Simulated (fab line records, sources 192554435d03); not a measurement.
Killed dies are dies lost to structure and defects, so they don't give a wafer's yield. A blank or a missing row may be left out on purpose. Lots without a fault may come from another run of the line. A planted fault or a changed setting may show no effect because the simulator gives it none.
Which tool did it? | flow n5_finfet | 24 lots, 72 wafers sampled, at 6 steps of a route of 1938

WHAT THE GAUGES READ, wafer by wafer
The record holds no reading of a measuring or inspecting step that can be judged against a usual standard deviation.

WHICH TOOL RAN EACH LOT (tool, then ch and the chambers of the sampled wafers, then the start)
lot  | N5_HKMG_FIN_ALD_91                  | N5_GATE_CUT_ETCHBACK_30           | N5_GATE_CUT_CMP_02           | N5_GATE_CUT_DESCUM_18              | N5_GATE_CUT_STRIP_41               | N5_GATE_CUT_VAPOR_ETCH_49
L074 | ald_metal-04 ch 0,2,3, day 4 04:56  | rie_metal-01 ch 0,1, day 4 08:35  | cmp-04 ch 1,3, day 4 11:15   | rie_diel-04 ch 2,3, day 4 12:02    | rie_diel-04 ch 2,3, day 4 12:16    | rie_metal-02 ch 0,1, day 4 12:38
L075 | ald_metal-02 ch 0,2, day 4 09:08    | rie_metal-01 ch 1, day 4 12:49    | cmp-01 ch 0,2,3, day 4 15:42 | rie_diel-03 ch 0,1,3, day 4 16:38  | rie_diel-03 ch 0,1,3, day 4 16:52  | rie_metal-01 ch 0,1, day 4 17:14
L076 | ald_metal-04 ch 0,1,2, day 4 16:11  | rie_metal-02 ch 0,1, day 4 19:56  | cmp-04 ch 1,2,3, day 4 22:55 | rie_diel-03 ch 0,2,3, day 4 23:40  | rie_diel-03 ch 0,2,3, day 4 23:54  | rie_metal-01 ch 0,1, day 5 00:16
L077 | ald_metal-04 ch 1,2,3, day 4 22:41  | rie_metal-03 ch 0,1, day 5 02:19  | cmp-01 ch 1,3, day 5 05:02   | rie_diel-03 ch 0,2, day 5 05:49    | rie_diel-03 ch 0,2, day 5 06:03    | rie_metal-03 ch 0,1, day 5 06:25
L078 | ald_metal-02 ch 0,1,3, day 5 08:29  | rie_metal-02 ch 0, day 5 12:25    | cmp-03 ch 1,3, day 5 15:34   | rie_diel-02 ch 0,1,3, day 5 16:22  | rie_diel-02 ch 0,1,3, day 5 16:35  | rie_metal-02 ch 0, day 5 17:11
L079 | ald_metal-04 ch 0,1,3, day 5 13:02  | rie_metal-03 ch 0,1, day 5 16:45  | cmp-04 ch 1,2, day 5 19:26   | rie_diel-03 ch 1,2,3, day 5 20:13  | rie_diel-03 ch 1,2,3, day 5 20:26  | rie_metal-02 ch 0, day 5 21:03
L080 | ald_metal-02 ch 1,2, day 5 20:02    | rie_metal-02 ch 0, day 5 23:55    | cmp-04 ch 0,1,2, day 6 02:50 | rie_diel-03 ch 2,3, day 6 04:25    | rie_diel-03 ch 2,3, day 6 04:38    | rie_metal-02 ch 0,1, day 6 05:01
L081 | ald_metal-04 ch 0,1,3, day 6 01:34  | rie_metal-02 ch 0,1, day 6 05:34  | cmp-04 ch 0,1,2, day 6 08:38 | rie_diel-03 ch 0,1,2, day 6 09:25  | rie_diel-03 ch 0,1,2, day 6 09:38  | rie_metal-01 ch 0,1, day 6 10:01
L082 | ald_metal-03 ch 1,2, day 6 08:13    | rie_metal-03 ch 1, day 6 12:16    | cmp-01 ch 0,1,2, day 6 14:59 | rie_diel-04 ch 1,2,3, day 6 15:54  | rie_diel-04 ch 1,2,3, day 6 16:07  | rie_metal-01 ch 0,1, day 6 16:30
L083 | ald_metal-03 ch 0,1,2, day 6 11:15  | rie_metal-01 ch 0,1, day 6 15:01  | cmp-01 ch 0,2,3, day 6 17:41 | rie_diel-02 ch 0,2,3, day 6 18:35  | rie_diel-02 ch 0,2,3, day 6 18:49  | rie_metal-02 ch 0,1, day 6 19:11
L084 | ald_metal-03 ch 0,1,3, day 6 20:34  | rie_metal-01 ch 0,1, day 7 00:22  | cmp-04 ch 0,1,2, day 7 03:05 | rie_diel-02 ch 0,1, day 7 03:50    | rie_diel-02 ch 0,1, day 7 04:04    | rie_metal-03 ch 0,1, day 7 04:27
L085 | ald_metal-04 ch 1,3, day 7 01:11    | rie_metal-01 ch 1, day 7 05:07    | cmp-03 ch 2,3, day 7 09:33   | rie_diel-04 ch 2,3, day 7 10:45    | rie_diel-04 ch 2,3, day 7 10:59    | rie_metal-01 ch 0, day 7 11:22
L086 | ald_metal-04 ch 2,3, day 7 08:14    | rie_metal-03 ch 0, day 7 12:28    | cmp-04 ch 0,1,2, day 7 16:15 | rie_diel-03 ch 0,1,2, day 7 17:02  | rie_diel-03 ch 0,1,2, day 7 17:16  | rie_metal-03 ch 0,1, day 7 17:38
L087 | ald_metal-02 ch 1,2,3, day 7 12:15  | rie_metal-03 ch 0,1, day 7 15:53  | cmp-01 ch 1,3, day 7 19:32   | rie_diel-02 ch 0,1, day 7 20:25    | rie_diel-02 ch 0,1, day 7 20:39    | rie_metal-03 ch 0,1, day 7 21:02
L088 | ald_metal-04 ch 0,3, day 7 20:03    | rie_metal-03 ch 0,1, day 7 23:42  | cmp-04 ch 1,2,3, day 8 02:44 | rie_diel-04 ch 0,2, day 8 03:52    | rie_diel-04 ch 0,2, day 8 04:05    | rie_metal-02 ch 0,1, day 8 04:28
L089 | ald_metal-04 ch 1,2, day 8 00:25    | rie_metal-01 ch 0,1, day 8 04:08  | cmp-03 ch 1,2, day 8 06:52   | rie_diel-02 ch 0,3, day 8 07:38    | rie_diel-02 ch 0,3, day 8 07:52    | rie_metal-03 ch 0,1, day 8 08:14
L090 | ald_metal-03 ch 0,1,3, day 8 04:47  | rie_metal-02 ch 0,1, day 8 08:30  | cmp-04 ch 0,2,3, day 8 11:26 | rie_diel-03 ch 0,2,3, day 8 12:14  | rie_diel-03 ch 0,2,3, day 8 12:28  | rie_metal-02 ch 0,1, day 8 12:50
L091 | ald_metal-04 ch 0,3, day 8 11:28    | rie_metal-03 ch 0,1, day 8 15:26  | cmp-03 ch 0,3, day 8 18:08   | rie_diel-04 ch 0,1,3, day 8 19:01  | rie_diel-04 ch 0,1,3, day 8 19:15  | rie_metal-01 ch 0,1, day 8 19:37
L092 | ald_metal-02 ch 0,1,3, day 8 18:29  | rie_metal-02 ch 0,1, day 8 22:10  | cmp-04 ch 0,1,3, day 9 01:05 | rie_diel-02 ch 0,1,3, day 9 01:58  | rie_diel-02 ch 0,1,3, day 9 02:11  | rie_metal-02 ch 0,1, day 9 02:35
L093 | ald_metal-03 ch 0,2,3, day 9 02:18  | rie_metal-03 ch 0,1, day 9 05:57  | cmp-04 ch 1,2,3, day 9 08:39 | rie_diel-04 ch 0,1,2, day 9 09:34  | rie_diel-04 ch 0,1,2, day 9 09:47  | rie_metal-01 ch 0,1, day 9 10:10
L094 | ald_metal-02 ch 1,2,3, day 9 03:50  | rie_metal-03 ch 0,1, day 9 07:30  | cmp-04 ch 0,2,3, day 9 10:14 | rie_diel-03 ch 0,1,2, day 9 10:59  | rie_diel-03 ch 0,1,2, day 9 11:13  | rie_metal-03 ch 0,1, day 9 11:35
L095 | ald_metal-04 ch 1,3, day 9 11:10    | rie_metal-02 ch 0,1, day 9 14:49  | cmp-04 ch 0,1,3, day 9 17:43 | rie_diel-02 ch 0,1,3, day 9 18:38  | rie_diel-02 ch 0,1,3, day 9 18:52  | rie_metal-03 ch 0,1, day 9 19:15
L096 | ald_metal-04 ch 1,3, day 10 01:28   | rie_metal-02 ch 0,1, day 10 05:19 | cmp-01 ch 0,1, day 10 08:02  | rie_diel-03 ch 0,2,3, day 10 08:49 | rie_diel-03 ch 0,2,3, day 10 09:02 | rie_metal-01 ch 0,1, day 10 09:25
L097 | ald_metal-03 ch 0,1,2, day 10 04:49 | rie_metal-02 ch 0,1, day 10 08:28 | cmp-01 ch 0,3, day 10 11:10  | rie_diel-03 ch 0,1,2, day 10 11:55 | rie_diel-03 ch 0,1,2, day 10 12:09 | rie_metal-01 ch 0,1, day 10 12:31
- N5_HKMG_FIN_ALD_91: deposits TiN, target thk 1 nm, pulse time 1 s, purge time 3 s.
- N5_GATE_CUT_ETCHBACK_30: etches TiN in Cl2/Ar, target depth 3 nm.
- N5_GATE_CUT_CMP_02: polishes, stops on SiO2, t overpolish 12.7 s, target thk 0 nm.
- N5_GATE_CUT_DESCUM_18: chemistry O2, time 7 s.
- N5_GATE_CUT_STRIP_41: strips in CF4.
- N5_GATE_CUT_VAPOR_ETCH_49: etches TiAlC in BCl3/Cl2.

WHAT THE TOOLS THEMSELVES READ (means of the sampled wafers that have a number; where no wafer has one, the mark that the record gives instead)
N5_HKMG_FIN_ALD_91. Usual: heater_power_w 865 W, standard deviation 59; precursor_pulse_height_rel 1.001, standard deviation 0.019.
lot  | tool         | heater_power_w (W) | precursor_pulse_height_rel | flag
L074 | ald_metal-04 | 910                | 0.994                      |
L075 | ald_metal-02 | 792                | 1.005                      |
L076 | ald_metal-04 | 901                | 0.999                      |
L077 | ald_metal-04 | 883                | 1.010                      |
L078 | ald_metal-02 | 808                | 0.995                      |
L079 | ald_metal-04 | 882                | 1.007                      |
L080 | ald_metal-02 | 922                | 1.007                      |
L081 | ald_metal-04 | 887                | 0.998                      |
L082 | ald_metal-03 | 845                | 1.004                      |
L083 | ald_metal-03 | 861                | 1.004                      |
L084 | ald_metal-03 | 833                | 1.004                      |
L085 | ald_metal-04 | 885                | 0.981                      |
L086 | ald_metal-04 | 912                | 0.989                      |
L087 | ald_metal-02 | 873                | 0.996                      |
L088 | ald_metal-04 | 874                | 1.001                      |
L089 | ald_metal-04 | 913                | 0.991                      |
L090 | ald_metal-03 | 839                | 0.986                      |
L091 | ald_metal-04 | 891                | 1.004                      |
L092 | ald_metal-02 | 806                | 1.013                      |
L093 | ald_metal-03 | 836                | 1.015                      |
L094 | ald_metal-02 | 860                | 1.004                      |
L095 | ald_metal-04 | 885                | 0.999                      |
L096 | ald_metal-04 | 876                | 0.993                      |
L097 | ald_metal-03 | 856                | 1.025                      |

N5_GATE_CUT_ETCHBACK_30. Usual: bias_w 59.99 W, standard deviation 0.16; drypump_motor_current_A 5.9 A, standard deviation 0.3; oes_product_au 0.79 a.u., standard deviation 0.11; throttle_valve_pct 20.68 %, standard deviation 0.11.
lot  | tool         | bias_w (W) | drypump_motor_current_A (A) | oes_product_au (a.u.) | throttle_valve_pct (%) | flag
L074 | rie_metal-01 | 60.11      | 5.4                         | 0.75                  | 20.82                  |
L075 | rie_metal-01 | 59.98      | 5.3                         | 0.66                  | 20.87                  |
L076 | rie_metal-02 | 59.80      | 6.2                         | 0.76                  | 20.71                  |
L077 | rie_metal-03 | 59.94      | 6.0                         | 0.71                  | 20.63                  |
L078 | rie_metal-02 | 60.07      | 6.2                         | 0.84                  | 20.71                  |
L079 | rie_metal-03 | 59.85      | 5.9                         | 0.76                  | 20.63                  |
L080 | rie_metal-02 | 59.91      | 6.2                         | 0.83                  | 20.71                  |
L081 | rie_metal-02 | 60.03      | 6.2                         | 0.88                  | 20.62                  |
L082 | rie_metal-03 | 60.19      | 5.8                         | 0.79                  | 20.62                  |
L083 | rie_metal-01 | 60.14      | 5.5                         | 0.73                  | 20.83                  |
L084 | rie_metal-01 | 60.16      | 5.5                         | 0.82                  | 20.78                  |
L085 | rie_metal-01 | 60.16      | 5.4                         | 0.64                  | 20.89                  |
L086 | rie_metal-03 | 59.81      | 6.1                         | 0.66                  | 20.67                  |
L087 | rie_metal-03 | 59.90      | 5.9                         | 0.74                  | 20.64                  |
L088 | rie_metal-03 | 59.94      | 5.9                         | 0.74                  | 20.64                  |
L089 | rie_metal-01 | 59.89      | 5.4                         | 0.72                  | 20.84                  |
L090 | rie_metal-02 | 60.02      | 6.2                         | 0.90                  | 20.55                  |
L091 | rie_metal-03 | 60.11      | 5.9                         | 0.74                  | 20.65                  |
L092 | rie_metal-02 | 60.06      | 6.2                         | 0.89                  | 20.55                  |
L093 | rie_metal-03 | 59.88      | 6.0                         | 0.69                  | 20.66                  |
L094 | rie_metal-03 | 60.19      | 5.9                         | 0.74                  | 20.64                  |
L095 | rie_metal-02 | 59.95      | 6.2                         | 0.84                  | 20.64                  |
L096 | rie_metal-02 | 59.96      | 6.2                         | 0.84                  | 20.64                  |
L097 | rie_metal-02 | 59.89      | 6.2                         | 0.87                  | 20.56                  |

N5_GATE_CUT_CMP_02. Usual: motor_current_A 9.0 A, standard deviation 1.2; overpolish_run_s 12.701 s, standard deviation 0.0086; time_to_endpoint_s 24.8 s, standard deviation 1.9.
lot  | tool   | motor_current_A (A) | overpolish_run_s (s) | time_to_endpoint_s (s) | flag
L074 | cmp-04 | 7.7                 | 12.697               | 24.1                   |
L075 | cmp-01 | 8.8                 | 12.702               | 24.3                   |
L076 | cmp-04 | 7.9                 | 12.694               | 27.0                   |
L077 | cmp-01 | 8.4                 | 12.696               | 24.5                   |
L078 | cmp-03 | 9.7                 | 12.705               | 24.6                   |
L079 | cmp-04 | 8.6                 | 12.707               | 28.4                   |
L080 | cmp-04 | 9.4                 | 12.709               | 25.1                   |
L081 | cmp-04 | 9.1                 | 12.707               | 22.5                   |
L082 | cmp-01 | 8.9                 | 12.706               | 23.9                   |
L083 | cmp-01 | 8.9                 | 12.700               | 26.7                   |
L084 | cmp-04 | 9.4                 | 12.697               | 26.3                   |
L085 | cmp-03 | 10.3                | 12.699               | 23.5                   |
L086 | cmp-04 | 9.4                 | 12.699               | 25.4                   |
L087 | cmp-01 | 8.0                 | 12.705               | 23.3                   |
L088 | cmp-04 | 8.6                 | 12.697               | 23.7                   |
L089 | cmp-03 | 8.9                 | 12.697               | 23.5                   |
L090 | cmp-04 | 8.9                 | 12.698               | 25.1                   |
L091 | cmp-03 | 10.4                | 12.695               | 22.5                   |
L092 | cmp-04 | 9.0                 | 12.704               | 24.2                   |
L093 | cmp-04 | 8.4                 | 12.699               | 24.7                   |
L094 | cmp-04 | 9.4                 | 12.708               | 24.6                   |
L095 | cmp-04 | 8.8                 | 12.699               | 24.1                   |
L096 | cmp-01 | 8.8                 | 12.703               | 27.5                   |
L097 | cmp-01 | 8.4                 | 12.701               | 25.0                   |

N5_GATE_CUT_DESCUM_18. Usual: drypump_motor_current_A 5.8 A, standard deviation 0.45; oes_product_au 0.76 a.u., standard deviation 0.074; rf_vpp_V 242.7 V, standard deviation 1.4; showerhead_plenum_p_Torr 2.06 Torr, standard deviation 0.067; throttle_valve_pct 20.40 %, standard deviation 0.23.
lot  | tool        | drypump_motor_current_A (A) | oes_product_au (a.u.) | rf_vpp_V (V) | showerhead_plenum_p_Torr (Torr) | throttle_valve_pct (%) | flag
L074 | rie_diel-04 | 5.7                         | 0.70                  | 243.6        | 2.07                            | 20.55                  |
L075 | rie_diel-03 | 5.7                         | 0.76                  | 243.0        | 2.06                            | 20.47                  |
L076 | rie_diel-03 | 6.2                         | 0.79                  | 242.5        | 2.02                            | 20.43                  |
L077 | rie_diel-03 | 6.1                         | 0.77                  | 242.6        | 2.01                            | 20.48                  |
L078 | rie_diel-02 | 5.9                         | 0.75                  | 242.3        | 2.06                            | 20.23                  |
L079 | rie_diel-03 | 5.7                         | 0.75                  | 242.8        | 2.06                            | 20.41                  |
L080 | rie_diel-03 | 6.2                         | 0.79                  | 242.5        | 2.02                            | 20.38                  |
L081 | rie_diel-03 | 5.7                         | 0.72                  | 242.4        | 2.05                            | 20.46                  |
L082 | rie_diel-04 | 5.9                         | 0.72                  | 243.6        | 2.10                            | 20.48                  |
L083 | rie_diel-02 | 5.7                         | 0.71                  | 243.4        | 2.10                            | 20.38                  |
L084 | rie_diel-02 | 5.7                         | 0.76                  | 242.6        | 2.04                            | 20.39                  |
L085 | rie_diel-04 | 5.8                         | 0.71                  | 243.3        | 2.06                            | 20.59                  |
L086 | rie_diel-03 | 5.7                         | 0.72                  | 241.9        | 2.05                            | 20.47                  |
L087 | rie_diel-02 | 5.7                         | 0.76                  | 241.2        | 1.98                            | 20.15                  |
L088 | rie_diel-04 | 5.7                         | 0.68                  | 242.6        | 2.06                            | 20.63                  |
L089 | rie_diel-02 | 5.9                         | 0.72                  | 243.1        | 2.10                            | 20.48                  |
L090 | rie_diel-03 | 6.2                         | 0.76                  | 241.5        | 2.01                            | 20.45                  |
L091 | rie_diel-04 | 5.8                         | 0.72                  | 243.5        | 2.11                            | 20.56                  |
L092 | rie_diel-02 | 5.9                         | 0.83                  | 243.2        | 2.05                            | 20.14                  |
L093 | rie_diel-04 | 5.8                         | 0.81                  | 243.2        | 2.10                            | 20.41                  |
L094 | rie_diel-03 | 5.7                         | 0.83                  | 242.5        | 2.05                            | 20.36                  |
L095 | rie_diel-02 | 5.9                         | 0.82                  | 242.6        | 2.05                            | 20.15                  |
L096 | rie_diel-03 | 6.2                         | 0.74                  | 242.1        | 2.00                            | 20.48                  |
L097 | rie_diel-03 | 5.7                         | 0.81                  | 241.9        | 2.04                            | 20.37                  |

N5_GATE_CUT_STRIP_41. Usual: drypump_motor_current_A 5.8 A, standard deviation 0.45; oes_product_au 0.175 a.u., standard deviation 0.016; rf_vpp_V 270.6 V, standard deviation 1.4; showerhead_plenum_p_Torr 1.77 Torr, standard deviation 0.056; throttle_valve_pct 13.60 %, standard deviation 0.22.
lot  | tool        | drypump_motor_current_A (A) | oes_product_au (a.u.) | rf_vpp_V (V) | showerhead_plenum_p_Torr (Torr) | throttle_valve_pct (%) | flag
L074 | rie_diel-04 | 5.7                         | 0.164                 | 272.0        | 1.79                            | 13.84                  |
L075 | rie_diel-03 | 5.7                         | 0.174                 | 270.5        | 1.77                            | 13.62                  |
L076 | rie_diel-03 | 6.2                         | 0.182                 | 269.5        | 1.73                            | 13.56                  |
L077 | rie_diel-03 | 6.1                         | 0.180                 | 269.8        | 1.72                            | 13.64                  |
L078 | rie_diel-02 | 5.9                         | 0.177                 | 270.6        | 1.77                            | 13.48                  |
L079 | rie_diel-03 | 5.7                         | 0.173                 | 270.0        | 1.77                            | 13.59                  |
L080 | rie_diel-03 | 6.2                         | 0.185                 | 269.8        | 1.74                            | 13.53                  |
L081 | rie_diel-03 | 5.6                         | 0.164                 | 270.1        | 1.76                            | 13.66                  |
L082 | rie_diel-04 | 5.9                         | 0.168                 | 271.5        | 1.81                            | 13.73                  |
L083 | rie_diel-02 | 5.7                         | 0.166                 | 270.5        | 1.80                            | 13.63                  |
L084 | rie_diel-02 | 5.7                         | 0.176                 | 270.4        | 1.76                            | 13.56                  |
L085 | rie_diel-04 | 5.8                         | 0.165                 | 270.3        | 1.78                            | 13.85                  |
L086 | rie_diel-03 | 5.7                         | 0.165                 | 271.5        | 1.76                            | 13.69                  |
L087 | rie_diel-02 | 5.7                         | 0.174                 | 269.5        | 1.71                            | 13.39                  |
L088 | rie_diel-04 | 5.7                         | 0.157                 | 270.2        | 1.78                            | 13.93                  |
L089 | rie_diel-02 | 5.9                         | 0.169                 | 271.3        | 1.81                            | 13.71                  |
L090 | rie_diel-03 | 6.2                         | 0.174                 | 270.1        | 1.73                            | 13.62                  |
L091 | rie_diel-04 | 5.8                         | 0.171                 | 271.9        | 1.81                            | 13.77                  |
L092 | rie_diel-02 | 5.9                         | 0.189                 | 270.7        | 1.76                            | 13.34                  |
L093 | rie_diel-04 | 5.8                         | 0.186                 | 272.0        | 1.81                            | 13.62                  |
L094 | rie_diel-03 | 5.7                         | 0.181                 | 269.5        | 1.75                            | 13.52                  |
L095 | rie_diel-02 | 5.9                         | 0.189                 | 269.6        | 1.76                            | 13.36                  |
L096 | rie_diel-03 | 6.2                         | 0.176                 | 270.1        | 1.72                            | 13.66                  |
L097 | rie_diel-03 | 5.7                         | 0.185                 | 269.3        | 1.75                            | 13.54                  |

N5_GATE_CUT_VAPOR_ETCH_49. Usual: drypump_motor_current_A 5.8 A, standard deviation 0.33; oes_product_au 0.79 a.u., standard deviation 0.12.
lot  | tool         | drypump_motor_current_A (A) | oes_product_au (a.u.) | flag
L074 | rie_metal-02 | 6.2                         | 0.68                  |
L075 | rie_metal-01 | 5.4                         | 0.75                  |
L076 | rie_metal-01 | 5.4                         | 0.75                  |
L077 | rie_metal-03 | 6.0                         | 0.71                  |
L078 | rie_metal-02 | 6.2                         | 0.85                  |
L079 | rie_metal-02 | 6.2                         | 0.83                  |
L080 | rie_metal-02 | 6.2                         | 0.89                  |
L081 | rie_metal-01 | 5.5                         | 0.74                  |
L082 | rie_metal-01 | 5.5                         | 0.83                  |
L083 | rie_metal-02 | 6.2                         | 0.93                  |
L084 | rie_metal-03 | 6.0                         | 0.70                  |
L085 | rie_metal-01 | 5.6                         | 0.90                  |
L086 | rie_metal-03 | 6.0                         | 0.70                  |
L087 | rie_metal-03 | 6.0                         | 0.70                  |
L088 | rie_metal-02 | 6.2                         | 0.87                  |
L089 | rie_metal-03 | 6.0                         | 0.70                  |
L090 | rie_metal-02 | 6.2                         | 0.86                  |
L091 | rie_metal-01 | 5.4                         | 0.72                  |
L092 | rie_metal-02 | 6.2                         | 0.89                  |
L093 | rie_metal-01 | 5.5                         | 0.81                  |
L094 | rie_metal-03 | 6.0                         | 0.70                  |
L095 | rie_metal-03 | 5.9                         | 0.74                  |
L096 | rie_metal-01 | 5.4                         | 0.72                  |
L097 | rie_metal-01 | 5.5                         | 0.79                  |

THE ANSWER, worked out from the rows above alone
Rule: a lot is off if the mean of its wafers that have a number lies more than 3 standard deviations from the usual mean. A lot without any number at a reading at which 4 lots or more have one is off too. The other lots that the step has rows for count as sound. The gauges are gone through in route order, then the tools' own readings, and for those a lot's mean is taken as printed above. The first step at which some lot is off is used, and at that step the reading that is off furthest; a lot without a number counts as furthest.
No lot is off at any reading shown: from this, nothing can be told.

WHAT THE SIMULATOR HAD PUT IN
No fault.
